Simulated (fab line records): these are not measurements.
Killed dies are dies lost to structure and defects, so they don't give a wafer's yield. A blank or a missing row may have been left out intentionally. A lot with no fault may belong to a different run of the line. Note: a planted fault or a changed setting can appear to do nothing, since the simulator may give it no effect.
fab line records	flow n5_finfet
record: lots: 7	wafers: 39
route steps=1938 shown BEOL_M4@1070 BEOL_M5@1160
start_h: the number of hours between the record's first day and the start of the first shown wafer of the lot	wait_h: hours since the lot's step before	" repeats the value in the row above	L1.1+2: one row covering several wafers at once	- no value present, or no start provided	* or withheld: withheld	< > ~ a bound
route shown NAME@n: NAME is a module with steps in the file, n the number in the route of the first one	usual: mean/standard deviation taken from wafers without a fault	same: alike in all rows	chamber/n: place in a boat	sites: readings site by site	_std_site: standard deviation across them	_edge_site: inner sites' mean taken away from outer sites' mean	radius_mm: for every site, how far away it sits from the centre of the wafer	mask NAME#n: copy n	behind: the tool/chamber that last shaped the wafer	hold: why the lot went on hold/how many hours it stayed there/how the hold came to an end	device: which transistor (n, p or np) failed to switch	end of line: the same wafers' tests at the end of the route	a step with no rows: only its recipe	killed: dies that structure and defects cost at the first sort, which is not the same as the wafer's yield	map: per-die view of a wafer (x killed, . not killed, _ where there is no die)
set.NAME: the setting the step ran with; set.NAME@STEP: the setting that earlier step ran with	model.NAME: the simulator's own value behind a step, which no gauge read
lots with deliberately changed settings; one table per step, one row per wafer
== steps ==
step: N5_BEOL_M4_TRENCH_ETCH_37
recipe: chemistry: C4F6/O2	target_depth_a: 555.55	target: SiOC	time_s: 29.2	ion_energy_ev: 250	pressure_mtorr: 30	source_w: 355	bias_w: 185	Ar_flow_sccm: 300	C4F6_flow_sccm: 10	O2_flow_sccm: 10
lot.wafer	tool	chamber	start_h	wait_h	set.time_s	model.etch.depth_nm	model.BEOL_M4.feature_depth_nm	model.TiN_of_BEOL_M4_HM_DEP_02.thk_nm
L076.1	rie_diel-04	3	-	-	29.2	54.69	54.6	17.4
L076.2	"	0	"	"	12.33	23.33	23.4	18.6
L076.3	"	2	"	"	12.33	22.55	22.6	19.2
L076.4	"	1	"	"	29.2	54.7	54.6	17.2
L076.5	"	1	"	"	29.2	55.02	55	17.6
L076.6	"	2	"	"	12.33	22.75	22.8	18.6
L074.1	rie_diel-03	2	-	-	42.02	79.08	79	16.8
L074.2	"	1	"	"	29.2	55.84	55.8	18.2
L074.3	"	3	"	"	42.02	79.43	79.4	17
L074.4	"	0	"	"	29.2	54.81	54.8	18
L074.5	"	0	"	"	29.2	54.69	54.6	18
L074.6	"	1	"	"	42.02	80.29	80.2	17
L082.1	rie_diel-03	2	-	-	29.2	55.15	55.2	17.8
L082.4	"	1	"	"	29.2	55.83	55.8	18
L082.6	"	2	"	"	29.2	55.27	55.2	17.6
L086.1	rie_diel-06	3	-	-	34.3	66.75	66.8	17.4
L086.2	"	2	"	"	29.2	57.36	57.4	17.8
L086.3	"	0	"	"	29.2	55.33	55.4	17.8
L086.4	"	1	"	"	34.3	66.35	66.4	17.2
L086.5	"	0	"	"	29.2	55.12	55.2	17.8
L086.6	"	3	"	"	34.3	66.75	66.8	17.2
L088.1	rie_diel-03	3	-	-	29.2	55	55	17.6
L088.2	"	0	"	"	19.64	37.1	37.2	18.4
L088.3	"	2	"	"	19.64	36.56	36.6	18.2
L088.4	"	1	"	"	29.2	55.54	55.6	17.2
L088.5	"	1	"	"	19.64	37.24	37.2	18.2
L088.6	"	0	"	"	29.2	54.92	55	17.4
L094.1	rie_diel-06	1	-	-	29.2	55.72	55.8	17.8
L094.2	"	0	"	"	23.61	44.51	44.6	18.2
L094.3	"	3	"	"	23.61	45.91	46	18
L094.4	"	2	"	"	29.2	56.73	56.8	17.4
L094.5	"	0	"	"	23.61	44.64	44.6	18.2
L094.6	"	3	"	"	29.2	56.85	56.8	17.4
L095.1	rie_diel-03	3	-	-	29.2	55.69	55.6	18
L095.2	"	2	"	"	29.2	55.14	55.2	18
L095.3	"	2	"	"	40	74.18	74.2	17
L095.4	"	3	"	"	29.2	55.57	55.6	17.6
L095.5	"	3	"	"	40	76.93	77	17
L095.6	"	2	"	"	40	75.17	75.2	16.8
step: N5_BEOL_M4_ETCH_41
recipe: chemistry: CH3F/O2	target: SiCN	target_depth_a: 299	taper_deg: 2	time_s: 52.5	ion_energy_ev: 120	mask_material: TiN	pressure_mtorr: 30	source_w: 395	bias_w: 75	Ar_flow_sccm: 150	CH3F_flow_sccm: 30	O2_flow_sccm: 20
step: N5_BEOL_M4_STRIP_97
recipe: chemistry: N2/H2	time_s: 10	power_w: 450	temp_c: 40	pressure_mtorr: 20	rf_frequency_hz: 6e+07	bias_power_w: 7	n2_flow_sccm: 200	h2_flow_sccm: 200
step: N5_BEOL_M4_OCD_MEAS_38
usual: trench_depth_nm: 55.2/0.85
lot.wafer	tool	chamber	start_h	wait_h	set.time_s@BEOL_M4_TRENCH_ETCH_37	trench_depth_nm
L076.1	ocd-01	-	198.35	-	29.2	54.5
L076.2	"	-	"	"	12.33	23.3
L076.3	"	-	"	"	12.33	23.0
L076.4	"	-	"	"	29.2	54.6
L076.5	"	-	"	"	29.2	54.6
L076.6	"	-	"	"	12.33	22.9
L074.1	ocd-02	-	198.63	-	42.02	79.6
L074.2	"	-	"	"	29.2	56.0
L074.3	"	-	"	"	42.02	78.7
L074.4	"	-	"	"	29.2	55.0
L074.5	"	-	"	"	29.2	54.2
L074.6	"	-	"	"	42.02	80.1
L082.1	ocd-01	-	235.39	-	29.2	55.4
L082.4	"	-	"	"	29.2	56.2
L082.6	"	-	"	"	29.2	55.7
L086.1	ocd-02	-	267.04	-	34.3	67.2
L086.2	"	-	"	"	29.2	57.7
L086.3	"	-	"	"	29.2	54.9
L086.4	"	-	"	"	34.3	66.3
L086.5	"	-	"	"	29.2	55.1
L086.6	"	-	"	"	34.3	67.0
L088.1	ocd-01	-	296.52	-	29.2	55.2
L088.2	"	-	"	"	19.64	36.6
L088.3	"	-	"	"	19.64	36.4
L088.4	"	-	"	"	29.2	55.4
L088.5	"	-	"	"	19.64	37.3
L088.6	"	-	"	"	29.2	54.9
L094.1	ocd-02	-	311.74	-	29.2	55.0
L094.2	"	-	"	"	23.61	44.3
L094.3	"	-	"	"	23.61	46.5
L094.4	"	-	"	"	29.2	56.7
L094.5	"	-	"	"	23.61	44.8
L094.6	"	-	"	"	29.2	57.4
L095.1	ocd-02	-	328.24	-	29.2	56.0
L095.2	"	-	"	"	29.2	55.5
L095.3	"	-	"	"	40	75.0
L095.4	"	-	"	"	29.2	55.6
L095.5	"	-	"	"	40	77.0
L095.6	"	-	"	"	40	75.2
step: N5_BEOL_M4_HM_STRIP_39
recipe: chemistry: peroxide_tin_strip	material: TiN	target_depth_a: 250	temp_c: 50	time_s: 158
step: N5_BEOL_M4_SRD_40
recipe: time_s: 30	temp_c: 23	rinse_liquid: diw	dry: ipa_marangoni
step: N5_BEOL_M4_ECD_50
recipe: material: Cu	target_thk_a: 3000
step: N5_BEOL_M4_ANNEAL_51
recipe: temp_c: 225	time_s: 90	ambient: N2
step: N5_BEOL_M4_CMP_52
recipe: stop_on: SiOC	t_overpolish_s: 6.8	down_force_psi: 1	platen_rpm: 50	clearing_platen_down_force_psi: 1.5	clearing_platen_rpm: 50	post_cmp_clean: cu_alkaline	target_thk_nm: 40	clearing_platen_pad_velocity_m_s: 0.99484	pad_velocity_m_s: 0.99484
lot.wafer	tool	chamber	start_h	wait_h	set.time_s@BEOL_M4_TRENCH_ETCH_37	model.Cu_of_BEOL_M4_ECD_50.thk_nm
L076.4	cmp-03	2	201.78	0.1	29.2	37.8
L076.2	"	3	"	"	12.33	9.6
L076.3	"	0	"	"	12.33	7.2
L076.1	"	1	"	"	29.2	38.6
L076.6	"	2	"	"	12.33	7.4
L076.5	"	3	"	"	29.2	40.6
L074.3	cmp-03	0	204.32	0.5	42.02	63.4
L074.2	"	1	"	"	29.2	40.2
L074.1+6	"	2,1	"	"	42.02	64
L074.4	"	3	"	"	29.2	41.2
L074.5	"	0	"	"	29.2	39.2
L082.1	cmp-04	0	240.09	0.3	29.2	36.4
L082.4	"	1	"	"	29.2	38.4
L082.6	"	1	"	"	29.2	37.8
L086.3	cmp-03	2	270.53	0.2	29.2	38.6
L086.1	"	3	"	"	34.3	50.6
L086.4	"	0	"	"	34.3	49
L086.2	"	1	"	"	29.2	40.6
L086.6	"	2	"	"	34.3	51
L086.5	"	3	"	"	29.2	38.8
L088.2	cmp-03	2	301.50	0.2	19.64	21.4
L088.3	"	3	"	"	19.64	22.6
L088.4	"	0	"	"	29.2	39.8
L088.1	"	1	"	"	29.2	40
L088.6	"	2	"	"	29.2	40.6
L088.5	"	3	"	"	19.64	22.8
L094.2	cmp-03	2	315.30	0.2	23.61	29.2
L094.3+5	"	3	"	"	23.61	30.2
L094.1	"	0	"	"	29.2	39.8
L094.4	"	1	"	"	29.2	40.6
L094.6	"	2	"	"	29.2	42.2
L095.1+2	cmp-03	1,2	333.05	0.3	29.2	40.8
L095.4	"	3	"	"	29.2	42.4
L095.3	"	0	"	"	40	58.8
L095.5	"	1	"	"	40	62
L095.6	"	2	"	"	40	60.8
step: N5_BEOL_M4_THK_MEAS_53
recipe: thk_meas_gauge: xrf	reads: Cu_of_BEOL_M4_ECD_50
usual: M4_THK: 39.4/1.3
lot.wafer	tool	chamber	start_h	wait_h	set.time_s@BEOL_M4_TRENCH_ETCH_37	M4_THK[nm]
L076.1	film_metro-01	-	202.08	-	29.2	38.5
L076.2	"	-	"	"	12.33	9.5
L076.3	"	-	"	"	12.33	7.1
L076.4	"	-	"	"	29.2	37.5
L076.5	"	-	"	"	29.2	40.4
L076.6	"	-	"	"	12.33	7.4
L074.1	film_metro-01	-	204.61	-	42.02	63.4
L074.2	"	-	"	"	29.2	40.0
L074.3	"	-	"	"	42.02	63.2
L074.4	"	-	"	"	29.2	41.1
L074.5	"	-	"	"	29.2	38.9
L074.6	"	-	"	"	42.02	63.5
L082.1	film_metro-01	-	240.39	-	29.2	36.2
L082.4	"	-	"	"	29.2	38.2
L082.6	"	-	"	"	29.2	37.5
L086.1	film_metro-01	-	270.82	-	34.3	50.6
L086.2	"	-	"	"	29.2	40.6
L086.3	"	-	"	"	29.2	38.7
L086.4	"	-	"	"	34.3	49.1
L086.5	"	-	"	"	29.2	39.0
L086.6	"	-	"	"	34.3	51.2
L088.1	film_metro-02	-	301.80	-	29.2	39.7
L088.2	"	-	"	"	19.64	21.1
L088.3	"	-	"	"	19.64	22.3
L088.4	"	-	"	"	29.2	39.4
L088.5	"	-	"	"	19.64	22.6
L088.6	"	-	"	"	29.2	40.2
L094.1	film_metro-01	-	315.59	-	29.2	39.4
L094.2	"	-	"	"	23.61	29.1
L094.3	"	-	"	"	23.61	30.0
L094.4	"	-	"	"	29.2	40.3
L094.5	"	-	"	"	23.61	30.1
L094.6	"	-	"	"	29.2	41.7
L095.1	film_metro-02	-	333.34	-	29.2	40.8
L095.2	"	-	"	"	29.2	40.8
L095.3	"	-	"	"	40	58.6
L095.4	"	-	"	"	29.2	42.3
L095.5	"	-	"	"	40	61.8
L095.6	"	-	"	"	40	60.5
step: N5_BEOL_M5_TRENCH_ETCH_37
recipe: chemistry: C4F6/O2	target_depth_a: 716.52	target: SiCOH_lowk	time_s: 24.7	ion_energy_ev: 250	pressure_mtorr: 30	source_w: 345	bias_w: 185	Ar_flow_sccm: 300	C4F6_flow_sccm: 10	O2_flow_sccm: 10
lot.wafer	tool	chamber	start_h	wait_h	set.time_s	model.BEOL_M5.feature_depth_nm	model.etch.depth_nm	model.TiN_of_BEOL_M5_HM_DEP_02.thk_nm
L076.1	rie_diel-05	2	-	-	10.95	31.4	31.49	18.6
L076.2	"	0	"	"	24.7	69.2	69.23	17.8
L076.3	"	1	"	"	24.7	70.4	70.45	17.6
L076.4	"	3	"	"	24.7	70.4	70.37	17.6
L076.5	"	3	"	"	10.95	31	30.94	18.6
L076.6	"	2	"	"	10.95	31.4	31.44	19
L074.1	rie_diel-01	2	-	-	24.7	73.8	73.77	17.4
L074.2	"	3	"	"	24.7	71.8	71.88	17.6
L074.3	"	0	"	"	12.62	37.2	37.19	18.6
L074.4	"	2	"	"	12.62	37.8	37.85	18.4
L074.5	"	0	"	"	12.62	36.8	36.82	18.4
L074.6	"	3	"	"	24.7	71.6	71.51	17.4
L082.1	rie_diel-01	1	-	-	24.7	71.8	71.76	17.8
L082.4	"	2	"	"	24.7	73.8	73.73	17.8
L082.6	"	0	"	"	24.7	72.4	72.35	17.8
L086.1	rie_diel-05	3	-	-	30.37	88.2	88.28	17.4
L086.2	"	2	"	"	30.37	88.4	88.49	17.2
L086.3	"	0	"	"	24.7	70.4	70.39	18.2
L086.4	"	1	"	"	24.7	71	71.06	18
L086.5	"	2	"	"	30.37	88.4	88.41	17.4
L086.6	"	3	"	"	24.7	72.4	72.49	17.8
L088.1	rie_diel-02	3	-	-	24.7	72.4	72.36	18
L088.2	"	1	"	"	16.84	48.6	48.54	18.8
L088.3	"	0	"	"	24.7	70	69.92	18
L088.4	"	2	"	"	16.84	47.6	47.67	19
L088.5	"	3	"	"	16.84	49.2	49.21	18.8
L088.6	"	0	"	"	24.7	70.2	70.18	18.2
L094.1	rie_diel-05	1	-	-	24.7	69.6	69.63	17.8
L094.2	"	3	"	"	24.7	71.4	71.49	17.8
L094.3	"	2	"	"	24.7	71	71.05	18
L094.4	"	3	"	"	24.7	71.4	71.39	17.8
L094.5	"	1	"	"	24.7	70.6	70.6	18
L094.6	"	2	"	"	24.7	70.8	70.87	17.8
L095.1	rie_diel-05	2	-	-	24.7	72.4	72.46	18
L095.2	"	0	"	"	24.7	71.2	71.22	18
L095.3	"	1	"	"	24.7	70.8	70.89	17.8
L095.4	"	3	"	"	24.7	72.2	72.11	18
L095.5	"	1	"	"	24.7	70.8	70.71	17.8
L095.6	"	2	"	"	24.7	72.4	72.39	17.8
step: N5_BEOL_M5_ETCH_41
recipe: chemistry: CH3F/O2	target: SiCN	target_depth_a: 315	taper_deg: 2	time_s: 56.7	ion_energy_ev: 120	mask_material: TiN	pressure_mtorr: 30	source_w: 395	bias_w: 75	Ar_flow_sccm: 150	CH3F_flow_sccm: 30	O2_flow_sccm: 20
step: N5_BEOL_M5_STRIP_91
recipe: chemistry: N2/H2	time_s: 10	power_w: 450	temp_c: 40	pressure_mtorr: 20	rf_frequency_hz: 6e+07	bias_power_w: 7	n2_flow_sccm: 200	h2_flow_sccm: 200
step: N5_BEOL_M5_OCD_MEAS_38
usual: trench_depth_nm: 71.2/1.2
lot.wafer	tool	chamber	start_h	wait_h	set.time_s@BEOL_M5_TRENCH_ETCH_37	trench_depth_nm
L076.1	ocd-02	-	206.60	-	10.95	31.8
L076.2	"	-	"	"	24.7	69.3
L076.3	"	-	"	"	24.7	70.3
L076.4	"	-	"	"	24.7	70.8
L076.5	"	-	"	"	10.95	30.7
L076.6	"	-	"	"	10.95	31.4
L074.1	ocd-02	-	213.10	-	24.7	73.5
L074.2	"	-	"	"	24.7	72.2
L074.3	"	-	"	"	12.62	37.5
L074.4	"	-	"	"	12.62	37.6
L074.5	"	-	"	"	12.62	37.2
L074.6	"	-	"	"	24.7	71.0
L082.1	ocd-02	-	248.27	-	24.7	71.9
L082.4	"	-	"	"	24.7	73.8
L082.6	"	-	"	"	24.7	72.2
L086.1	ocd-01	-	276.12	-	30.37	88.4
L086.2	"	-	"	"	30.37	88.2
L086.3	"	-	"	"	24.7	69.6
L086.4	"	-	"	"	24.7	70.6
L086.5	"	-	"	"	30.37	88.8
L086.6	"	-	"	"	24.7	72.9
L088.1	ocd-01	-	311.70	-	24.7	72.5
L088.2	"	-	"	"	16.84	48.4
L088.3	"	-	"	"	24.7	70.7
L088.4	"	-	"	"	16.84	47.5
L088.5	"	-	"	"	16.84	49.1
L088.6	"	-	"	"	24.7	70.1
L094.1	ocd-02	-	321.69	-	24.7	69.8
L094.2	"	-	"	"	24.7	71.0
L094.3	"	-	"	"	24.7	71.2
L094.4	"	-	"	"	24.7	71.6
L094.5	"	-	"	"	24.7	70.6
L094.6	"	-	"	"	24.7	70.8
L095.1	ocd-01	-	340.41	-	24.7	72.0
L095.2	"	-	"	"	24.7	71.2
L095.3	"	-	"	"	24.7	71.1
L095.4	"	-	"	"	24.7	72.1
L095.5	"	-	"	"	24.7	70.8
L095.6	"	-	"	"	24.7	72.6
step: N5_BEOL_M5_HM_STRIP_39
recipe: chemistry: peroxide_tin_strip	material: TiN	target_depth_a: 250	temp_c: 50	time_s: 158
step: N5_BEOL_M5_SRD_40
recipe: time_s: 30	temp_c: 23	rinse_liquid: diw	dry: ipa_marangoni
step: N5_BEOL_M5_ECD_50
recipe: material: Cu	target_thk_a: 3000
step: N5_BEOL_M5_ANNEAL_51
recipe: temp_c: 225	time_s: 90	ambient: N2
step: N5_BEOL_M5_CMP_52
recipe: stop_on: SiCOH_lowk	t_overpolish_s: 6.9	down_force_psi: 1	platen_rpm: 50	clearing_platen_down_force_psi: 1.5	clearing_platen_rpm: 50	post_cmp_clean: cu_alkaline	target_thk_nm: 62	clearing_platen_pad_velocity_m_s: 0.99484	pad_velocity_m_s: 0.99484
lot.wafer	tool	chamber	start_h	wait_h	set.time_s@BEOL_M5_TRENCH_ETCH_37	model.Cu_of_BEOL_M5_ECD_50.thk_nm
L076.2	cmp-01	3	212.74	0.2	24.7	60.8
L076.3	"	0	"	"	24.7	58.8
L076.4	"	1	"	"	24.7	61.4
L076.1	"	2	"	"	10.95	22.6
L076.5	"	3	"	"	10.95	23
L076.6	"	0	"	"	10.95	20.2
L074.4	cmp-03	1	219.40	0.1	12.62	28
L074.3	"	2	"	"	12.62	27.2
L074.2	"	3	"	"	24.7	63.6
L074.1	"	0	"	"	24.7	62.8
L074.6	"	1	"	"	24.7	61.4
L074.5	"	2	"	"	12.62	27
L082.1	cmp-01	0	256.12	0.3	24.7	60.8
L082.4	"	1	"	"	24.7	64.4
L082.6	"	0	"	"	24.7	61.6
L086.3	cmp-03	1	284.23	0.3	24.7	59.8
L086.1	"	2	"	"	30.37	78.4
L086.2	"	3	"	"	30.37	79.8
L086.4	"	0	"	"	24.7	61.2
L086.5	"	1	"	"	30.37	80
L086.6	"	2	"	"	24.7	62.4
L088.4	cmp-03	3	317.78	0.1	16.84	39.2
L088.3	"	0	"	"	24.7	60.2
L088.2	"	1	"	"	16.84	39.6
L088.1	"	2	"	"	24.7	63
L088.6	"	3	"	"	24.7	62.6
L088.5	"	0	"	"	16.84	40.4
L094.4	cmp-03	2	328.22	0.1	24.7	63.2
L094.1+3	"	3,1	"	"	24.7	60.6
L094.2	"	0	"	"	24.7	62
L094.6	"	2	"	"	24.7	61.8
L094.5	"	3	"	"	24.7	62.4
L095.4+1	cmp-04	0,3	346.47	0.1	24.7	61.6
L095.2	"	1	"	"	24.7	60.8
L095.3	"	2	"	"	24.7	60.6
L095.5	"	0	"	"	24.7	57.6
L095.6	"	1	"	"	24.7	61.8
step: N5_BEOL_M5_THK_MEAS_53
recipe: thk_meas_gauge: xrf	reads: Cu_of_BEOL_M5_ECD_50
usual: M5_THK: 61.1/1.6
lot.wafer	tool	chamber	start_h	wait_h	set.time_s@BEOL_M5_TRENCH_ETCH_37	M5_THK[nm]
L076.1	film_metro-01	-	213.03	-	10.95	22.8
L076.2	"	-	"	"	24.7	61.3
L076.3	"	-	"	"	24.7	59.1
L076.4	"	-	"	"	24.7	61.6
L076.5	"	-	"	"	10.95	23.1
L076.6	"	-	"	"	10.95	20.2
L074.1	film_metro-02	-	219.70	-	24.7	62.9
L074.2	"	-	"	"	24.7	64.0
L074.3	"	-	"	"	12.62	27.2
L074.4	"	-	"	"	12.62	28.1
L074.5	"	-	"	"	12.62	27.2
L074.6	"	-	"	"	24.7	61.6
L082.1	film_metro-02	-	256.38	-	24.7	60.5
L082.4	"	-	"	"	24.7	63.8
L082.6	"	-	"	"	24.7	61.2
L086.1	film_metro-01	-	284.53	-	30.37	78.2
L086.2	"	-	"	"	30.37	79.0
L086.3	"	-	"	"	24.7	59.2
L086.4	"	-	"	"	24.7	60.9
L086.5	"	-	"	"	30.37	78.8
L086.6	"	-	"	"	24.7	61.9
L088.1	film_metro-02	-	318.07	-	24.7	62.9
L088.2	"	-	"	"	16.84	39.4
L088.3	"	-	"	"	24.7	60.1
L088.4	"	-	"	"	16.84	38.9
L088.5	"	-	"	"	16.84	40.4
L088.6	"	-	"	"	24.7	62.5
L094.1	film_metro-01	-	328.52	-	24.7	60.7
L094.2	"	-	"	"	24.7	62.1
L094.3	"	-	"	"	24.7	61.0
L094.4	"	-	"	"	24.7	63.3
L094.5	"	-	"	"	24.7	62.3
L094.6	"	-	"	"	24.7	62.1
L095.1	film_metro-02	-	346.77	-	24.7	62.1
L095.2	"	-	"	"	24.7	61.4
L095.3	"	-	"	"	24.7	61.1
L095.4	"	-	"	"	24.7	62.2
L095.5	"	-	"	"	24.7	58.0
L095.6	"	-	"	"	24.7	62.4
step: N5_BEOL_M5_PRE_CLEAN_77
recipe: gas: NH3/H2	time_s: 15	temp_c: *	rf_power_w: 300
step: N5_BEOL_M5_CO_CAP_78
recipe: material: Co	target_thk_a: 20	temp_c: 200	precursor: CCTBA/H2	pressure_torr: 30	time_s: 102.1
step: N5_BEOL_M5_PRE_CLEAN_55
recipe: gas: NH3	time_s: 15	temp_c: withheld	rf_power_w: 300
step: N5_BEOL_M5_DEP_56
recipe: material: SiCN	target_thk_a: 80	temp_c: withheld	precursor: 3MS/NH3	pressure_torr: 3	rf_w: 202	time_s: 14
step: N5_BEOL_M5_RS_MEAS_57
recipe: thk_meas_gauge: four-point-probe	reads: Co_of_BEOL_M5_CO_CAP_78+Cu_of_BEOL_M5_ECD_50+Co_of_BEOL_M5_CVD_47+TaN_of_BEOL_M5_ALD_86
usual: M5_RS: 0.393/0.013
lot.wafer	tool	chamber	start_h	wait_h	set.time_s@BEOL_M5_TRENCH_ETCH_37	M5_RS[ohm/sq]
L076.1	film_metro-02	-	213.29	0.0	10.95	1.427
L076.2	"	-	"	"	24.7	0.396
L076.3	"	-	"	"	24.7	0.412
L076.4	"	-	"	"	24.7	0.391
L076.5	"	-	"	"	10.95	1.403
L076.6	"	-	"	"	10.95	1.678
L074.1	film_metro-01	-	219.99	0.1	24.7	0.380
L074.2	"	-	"	"	24.7	0.374
L074.3	"	-	"	"	12.62	1.116
L074.4	"	-	"	"	12.62	1.066
L074.5	"	-	"	"	12.62	1.125
L074.6	"	-	"	"	24.7	0.391
L082.1	film_metro-02	-	256.64	0.0	24.7	0.396
L082.4	"	-	"	"	24.7	0.369
L082.6	"	-	"	"	24.7	0.389
L086.1	film_metro-02	-	284.79	0.0	30.37	0.292
L086.2	"	-	"	"	30.37	0.285
L086.3	"	-	"	"	24.7	0.403
L086.4	"	-	"	"	24.7	0.393
L086.5	"	-	"	"	30.37	0.286
L086.6	"	-	"	"	24.7	0.384
L088.1	film_metro-01	-	318.33	0.0	24.7	0.379
L088.2	"	-	"	"	16.84	0.679
L088.3	"	-	"	"	24.7	0.401
L088.4	"	-	"	"	16.84	0.687
L088.5	"	-	"	"	16.84	0.658
L088.6	"	-	"	"	24.7	0.383
L094.1	film_metro-02	-	328.78	0.0	24.7	0.399
L094.2	"	-	"	"	24.7	0.387
L094.3	"	-	"	"	24.7	0.398
L094.4	"	-	"	"	24.7	0.379
L094.5	"	-	"	"	24.7	0.384
L094.6	"	-	"	"	24.7	0.387
L095.1	film_metro-01	-	347.08	0.0	24.7	0.389
L095.2	"	-	"	"	24.7	0.396
L095.3	"	-	"	"	24.7	0.397
L095.4	"	-	"	"	24.7	0.390
L095.5	"	-	"	"	24.7	0.424
L095.6	"	-	"	"	24.7	0.388
== key ==
split: step: N5_BEOL_M4_TRENCH_ETCH_37	setting: time_s	stated: 29.2	by: wafer
response: step: N5_BEOL_M4_TRENCH_ETCH_37	reading: model.etch.depth_nm	change: +0.556	per: 1%	r: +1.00
response: step: N5_BEOL_M4_TRENCH_ETCH_37	reading: model.BEOL_M4.feature_depth_nm	change: +0.555	per: 1%	r: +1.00
response: step: N5_BEOL_M4_TRENCH_ETCH_37	reading: model.TiN_of_BEOL_M4_HM_DEP_02.thk_nm	change: -0.0256	per: 1%	r: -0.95
response: step: N5_BEOL_M4_OCD_MEAS_38	reading: trench_depth_nm	change: +0.554	per: 1%	r: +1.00
response: step: N5_BEOL_M4_CMP_52	reading: model.Cu_of_BEOL_M4_ECD_50.thk_nm	change: +0.539	per: 1%	r: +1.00
response: step: N5_BEOL_M4_THK_MEAS_53	reading: M4_THK	change: +0.535	per: 1%	r: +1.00
split: step: N5_BEOL_M5_TRENCH_ETCH_37	setting: time_s	stated: 24.7	by: wafer
response: step: N5_BEOL_M5_TRENCH_ETCH_37	reading: model.BEOL_M5.feature_depth_nm	change: +0.708	per: 1%	r: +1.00
response: step: N5_BEOL_M5_TRENCH_ETCH_37	reading: model.etch.depth_nm	change: +0.708	per: 1%	r: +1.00
response: step: N5_BEOL_M5_TRENCH_ETCH_37	reading: model.TiN_of_BEOL_M5_HM_DEP_02.thk_nm	change: -0.0212	per: 1%	r: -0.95
response: step: N5_BEOL_M5_OCD_MEAS_38	reading: trench_depth_nm	change: +0.71	per: 1%	r: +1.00
response: step: N5_BEOL_M5_CMP_52	reading: model.Cu_of_BEOL_M5_ECD_50.thk_nm	change: +0.709	per: 1%	r: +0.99
response: step: N5_BEOL_M5_THK_MEAS_53	reading: M5_THK	change: +0.711	per: 1%	r: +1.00
response: step: N5_BEOL_M5_RS_MEAS_57	reading: M5_RS	change: -0.0154	per: 1%	r: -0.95
